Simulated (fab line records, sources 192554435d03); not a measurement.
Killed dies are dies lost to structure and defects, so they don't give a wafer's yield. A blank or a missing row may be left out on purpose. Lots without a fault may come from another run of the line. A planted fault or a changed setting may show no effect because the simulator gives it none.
Split-lot experiment | flow n5_finfet | 7 lots, 39 wafers read, on a route of 1938 steps

THE SPLIT
At N5_BEOL_M15_TRENCH_ETCH_34 (etches SiO2 in C4F8/O2/Ar, target depth 872.93 nm, time 199 s), the setting target_depth_a was moved away from the recipe's 8729.3 angstrom on 15 of the 39 wafers read, by -58.7% to +48.7%. The other wafers ran this setting at the recipe's value.

FROM THE SPLIT TO THE READING: what the file shows between them, 7 steps
- N5_BEOL_M15_STRIP_36: strips in O2
- N5_BEOL_M15_ECD_47: material Cu, target thk 1860 nm
- N5_BEOL_M15_ANNEAL_48: time 90 s
- N5_BEOL_M15_CMP_49: polishes, stops on SiO2, t overpolish 4.9 s, target thk 850 nm
- N5_BEOL_M15_THK_MEAS_50: measures by xrf
- N5_BEOL_M15_PRE_CLEAN_52: time 15 s
- N5_BEOL_M15_DEP_53: deposits SiCN from 3MS/NH3, target thk 50 nm, time 17.8 s

THE READING
M15_RS, in ohm/sq, at N5_BEOL_M15_RS_MEAS_54 (measures by four-point-probe). Fault-free wafers of this fab line usually give 0.0215 ohm/sq, standard deviation 0.00048 ohm/sq.

wafer  | tool, chamber at the split | target_depth_a as run, angstrom | against the recipe | M15_RS, ohm/sq | against lot-mates on the recipe
L074.1 | rie_diel-03, 1             | 8729.3                          | recipe             | 0.0218         | -
L074.2 | rie_diel-03, 0             | 8729.3                          | recipe             | 0.0213         | -
L074.3 | rie_diel-03, 3             | 5355                            | -38.7%             | 0.0360         | +0.0147
L074.4 | rie_diel-03, 2             | 8729.3                          | recipe             | 0.0209         | -
L074.5 | rie_diel-03, 3             | 5355                            | -38.7%             | 0.0359         | +0.0146
L074.6 | rie_diel-03, 0             | 5355                            | -38.7%             | 0.0354         | +0.0141
L082.1 | rie_diel-06, 2             | 8729.3                          | recipe             | 0.0210         | -
L082.2 | rie_diel-06, 3             | 5940                            | -32.0%             | 0.0325         | +0.0110
L082.3 | rie_diel-06, 0             | 5940                            | -32.0%             | 0.0335         | +0.0120
L082.4 | rie_diel-06, 3             | 8729.3                          | recipe             | 0.0215         | -
L082.5 | rie_diel-06, 2             | 5940                            | -32.0%             | 0.0319         | +0.0104
L082.6 | rie_diel-06, 0             | 8729.3                          | recipe             | 0.0221         | -
L085.1 | rie_diel-03, 1             | 8729.3                          | recipe             | 0.0222         | -
L085.2 | rie_diel-03, 0             | 8729.3                          | recipe             | 0.0213         | -
L085.3 | rie_diel-03, 2             | 8729.3                          | recipe             | 0.0211         | -
L085.4 | rie_diel-03, 2             | 8729.3                          | recipe             | 0.0208         | -
L085.5 | rie_diel-03, 0             | 8729.3                          | recipe             | 0.0215         | -
L085.6 | rie_diel-03, 1             | 8729.3                          | recipe             | 0.0223         | -
L091.1 | rie_diel-06, 1             | 3737                            | -57.2%             | 0.0528         | +0.0315
L091.2 | rie_diel-06, 2             | 8729.3                          | recipe             | 0.0213         | -
L091.3 | rie_diel-06, 3             | 8729.3                          | recipe             | 0.0214         | -
L091.4 | rie_diel-06, 0             | 3737                            | -57.2%             | 0.0550         | +0.0337
L091.5 | rie_diel-06, 0             | 3737                            | -57.2%             | 0.0548         | +0.0335
L091.6 | rie_diel-06, 3             | 8729.3                          | recipe             | 0.0212         | -
L090.1 | rie_diel-06, 1             | 12980                           | +48.7%             | 0.0139         | -0.0075
L090.2 | rie_diel-06, 2             | 8729.3                          | recipe             | 0.0212         | -
L090.3 | rie_diel-06, 0             | 8729.3                          | recipe             | 0.0221         | -
L090.4 | rie_diel-06, 3             | 12980                           | +48.7%             | 0.0141         | -0.0073
L090.5 | rie_diel-06, 1             | 12980                           | +48.7%             | 0.0140         | -0.0074
L090.6 | rie_diel-06, 2             | 8729.3                          | recipe             | 0.0210         | -
L092.1 | rie_diel-01, 3             | 3605                            | -58.7%             | 0.0575         | +0.0358
L092.2 | rie_diel-01, 0             | 3605                            | -58.7%             | 0.0548         | +0.0331
L092.3 | rie_diel-01, 2             | 3605                            | -58.7%             | 0.0549         | +0.0332
L092.4 | rie_diel-01, 0             | 8729.3                          | recipe             | 0.0212         | -
L092.5 | rie_diel-01, 2             | 8729.3                          | recipe             | 0.0214         | -
L092.6 | rie_diel-01, 3             | 8729.3                          | recipe             | 0.0226         | -
L096.2 | rie_diel-03, 0             | 8729.3                          | recipe             | 0.0213         | -
L096.3 | rie_diel-03, 1             | 8729.3                          | recipe             | 0.0217         | -
L096.5 | rie_diel-03, 0             | 8729.3                          | recipe             | 0.0212         | -

THE FIT
A straight line over all 39 wafers: M15_RS changes by -0.00042 ohm/sq for each +1% of target_depth_a; r = -0.93; the points scatter about the line by 0.0049 ohm/sq.
The same after taking each lot's own level away (the mean of its wafers on the recipe; 39 wafers): -0.000419 ohm/sq for each +1%; r = -0.93; scatter 0.0049 ohm/sq.
On that fit, the largest move of target_depth_a shifts the reading by 0.025 ohm/sq.
The lots' own levels span 0.02130 to 0.02173 ohm/sq, that is 0.9 times the standard deviation above.
So the lot-to-lot level changes the slope little: the two slopes agree.
Check: with one of the wafers moved furthest among these (-58.7%) left out of the fit, the line predicts +0.0257 ohm/sq for it against its lot-mates. It came out at +0.0358 ohm/sq against them.

OTHER SPLITS ON THESE WAFERS
These wafers also went through other splits before the reading. Each is held against what the fit with the lots' levels taken away leaves over:
other split on the same wafers | wafers away from the commonest value | r with M15_RS (lot level and that fit taken away)
N5_BEOL_M13_ETCH_59 time_s     | 18                                   | -0.26

THE WHOLE CHAIN: every reading that the file lists as answering this split, in the file's order
step                       | what it does                                                   | reading                                                                          | change (the file's fit)               | r (the file's)
N5_BEOL_M15_TRENCH_ETCH_34 | etches SiO2 in C4F8/O2/Ar, target depth 872.93 nm, time 199 s  | etch.depth_nm (the simulator's own value, which no gauge read)                   | +8.88 nm for each +1% of the setting  | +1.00
N5_BEOL_M15_TRENCH_ETCH_34 | etches SiO2 in C4F8/O2/Ar, target depth 872.93 nm, time 199 s  | coat_of_BEOL_M15_COAT_22.thk_nm (the simulator's own value, which no gauge read) | -1.8 nm for each +1% of the setting   | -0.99
N5_BEOL_M15_CMP_49         | polishes, stops on SiO2, t overpolish 4.9 s, target thk 850 nm | Cu_of_BEOL_M15_ECD_47.thk_nm (the simulator's own value, which no gauge read)    | +8.89 nm for each +1% of the setting  | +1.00
N5_BEOL_M15_THK_MEAS_50    | measures by xrf                                                | M15_THK                                                                          | +9.13 for each +1% of the setting     | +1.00
N5_BEOL_M15_RS_MEAS_54     | measures by four-point-probe                                   | M15_RS                                                                           | -0.000444 for each +1% of the setting | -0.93

THE FILE'S OWN FIT
M15_RS changes by -0.000444 ohm/sq for each +1% of target_depth_a, r = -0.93.
